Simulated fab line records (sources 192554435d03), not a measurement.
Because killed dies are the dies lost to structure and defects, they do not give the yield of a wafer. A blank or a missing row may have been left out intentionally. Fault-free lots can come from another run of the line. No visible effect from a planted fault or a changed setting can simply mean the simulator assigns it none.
A lot that was struck, set against a sound lot | flow n5Finfet | 16 steps out of a route of 1938
Sound: the wafers L115.1, L115.2, L115.3. Wafers L113.1, L113.2, L113.3 were the ones struck. At the end, the cause is stated.
For every step that has rows: the tool of each side, followed by ch and its chambers, followed by its first start. Under that, the readings that differ: sound wafers | struck wafers | difference of the means | sigmas: that difference in standard deviations of wafers without a fault.
alike: a reading whose means differ by less than 2 such deviations, as well as words and numbers matching on both sides. not compared: withheld readings; readings where some wafer has no value; bounds like >300 that might hide an equal value; numbers whose values overlap and for which the record gives no deviation.
The two part at a step that has a row with sigmas, a row that says differs or no value, or rows on one side only. Non-overlapping numbers with no deviation appear without sigmas and do not part them. A reading missing from all wafers of one side parts the sides only when that side holds two or more wafers.

first, 5 steps without rows for these wafers: N5_FIN_SAQP_STRIP_74 (strips in CHF3/O2); N5_FIN_SAQP_MANDREL_ETCH_22 (etches a-Si in HBr/Cl2, stops on SiNx, target depth 60 nm, bt time 10 s, time 30 s); N5_FIN_SAQP_STRIP_55 (strips in N2/H2); N5_FIN_SAQP_STRIP_23 (strips in SPM, time 750 s); N5_FIN_SAQP_SRD_66 (time 30 s).
N5_FIN_SAQP_RECESS_75: chemistry HF/NH3, target SiO2, target depth 14.4 nm, afs cycles 3, sublimation time 60 s.
  sound on vaporEtch-02 ch 0,1, day 5 05:40; struck on vaporEtch-02 ch 0,1, day 4 16:38
  alike: drypumpMotorCurrentA
N5_FIN_SAQP_SPACER1_ALD_24: deposits SiO2, target thk 20.3 nm, pulse time 1 s, purge time 2 s.
  sound on aldSin-01 ch 0,1,2, day 5 06:03; struck on aldSin-01 ch 1,2,3, day 4 19:32
reading            | sound    | struck   | difference | sigmas
sinceWetCleanH (h) | 94 94 94 | 84 84 84 | -10        | 
  alike: heaterPowerW, precursorPulseHeightRel
N5_FIN_SAQP_SPACER1_ETCHBACK_25: etches SiO2 in CHF3/O2, target depth 24.4 nm, time 12.2 s.
  sound on rieDiel-04 ch 1,2,3, day 5 06:46; struck on rieDiel-05 ch 0,1,3, day 4 20:17
  alike: drypumpMotorCurrentA, oesProductAu, rfVppV, showerheadPlenumPTorr, throttleValvePct
  not compared: rfHoursCounterH
N5_FIN_SAQP_MANDREL1_REMOVE_56: chemistry HBr/Cl2/O2, target a-Si, stops on SiNx, bt time 10 s.
  sound on rieSi-02 ch 1,2,3, day 5 06:52; struck on rieSi-05 ch 1,2,3, day 4 20:23
  alike: drypumpMotorCurrentA, oesProductAu, throttleValvePct
  not compared: rfHoursCounterH
N5_FIN_SAQP_CD_MEAS_27 targets a cd of 20 nm.
  sound on cdSem-01 ch 0, day 5 06:58; struck on cdSem-02 ch 0, day 4 20:30
  alike: cdNm
then, 2 steps without rows for these wafers: N5_FIN_SAQP_ETCH_57 (etches SiNx in CH3F/O2, target depth 32.5 nm, time 46.4 s); N5_FIN_SAQP_ETCH_65 (etches SiO2 in CF4, target depth 4 nm, time 4.4 s).
N5_FIN_SAQP_MANDREL_ETCH_58: etches a-Si in HBr/Cl2, stops on SiNx, target depth 45 nm, bt time 10 s, time 27 s.
  sound on rieSi-05 ch 0,1,2, day 5 07:10; struck on rieSi-06 ch 0,1,3, day 4 20:41
reading   | sound             | struck            | difference | sigmas
biasW (W) | 75.32 74.80 74.74 | 92.50 92.57 92.29 | +17.50     | +83
  alike: drypumpMotorCurrentA, oesProductAu, throttleValvePct
  not compared: rfHoursCounterH
N5_FIN_SAQP_RECESS_63: chemistry HF/NH3, target SiO2, target depth 18 nm, afs cycles 3, sublimation time 60 s.
  sound on vaporEtch-02 ch 0,1, day 5 07:14; struck on vaporEtch-02 ch 0,1, day 4 20:47
  alike: drypumpMotorCurrentA
-- the record jumps here: 7 days lie between the struck wafers' starts before and after (it left off in module FIN_SAQP and takes up again in module BEOL_M4, whose first step shown is number 1111 of the route) --
N5_BEOL_M4_RC_MEAS_101:
  sound on prober-01 ch 0, day 12 07:55; struck on prober-01 ch 0, day 11 14:29
  alike: DIBL_N, DIBL_P, IOFF_N, IOFF_P, ION_N, ION_P, SS_N, SS_P, VT_N, VT_P
-- record jumps: 5 days separate the struck wafers' starts on either side; left off in module BEOL_M4, taken up again in module PASSIVATION, whose first shown step is the route's number 1936 --
N5_PASSIVATION_PROBE_49:
  struck on prober-02, day 16 16:45; sound on prober-01, day 17 05:01
  alike: defectLimitedYield, killed_at_M0_to_M3, killed_at_M4_up, killedAtContacts, killedAtFrontEnd, killedAtOther, killedDies, killedOnRim, killedOpen, killedShort, sort_bin_4_leakage, sort_bin_5_function, sort_bin_6_memory, sort_bin_8_speed, sortNPass

== WHERE THEY PART ==
Only at N5_FIN_SAQP_MANDREL_ETCH_58, as far as this record shows. Later steps at which nothing parts them and some readings are alike: N5_FIN_SAQP_RECESS_63, N5_BEOL_M4_RC_MEAS_101, N5_PASSIVATION_PROBE_49.

WHY: the cause the simulator had injected
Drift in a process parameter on rieSi-06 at N5_FIN_SAQP_MANDREL_ETCH_58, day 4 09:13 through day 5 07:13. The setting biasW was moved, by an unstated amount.
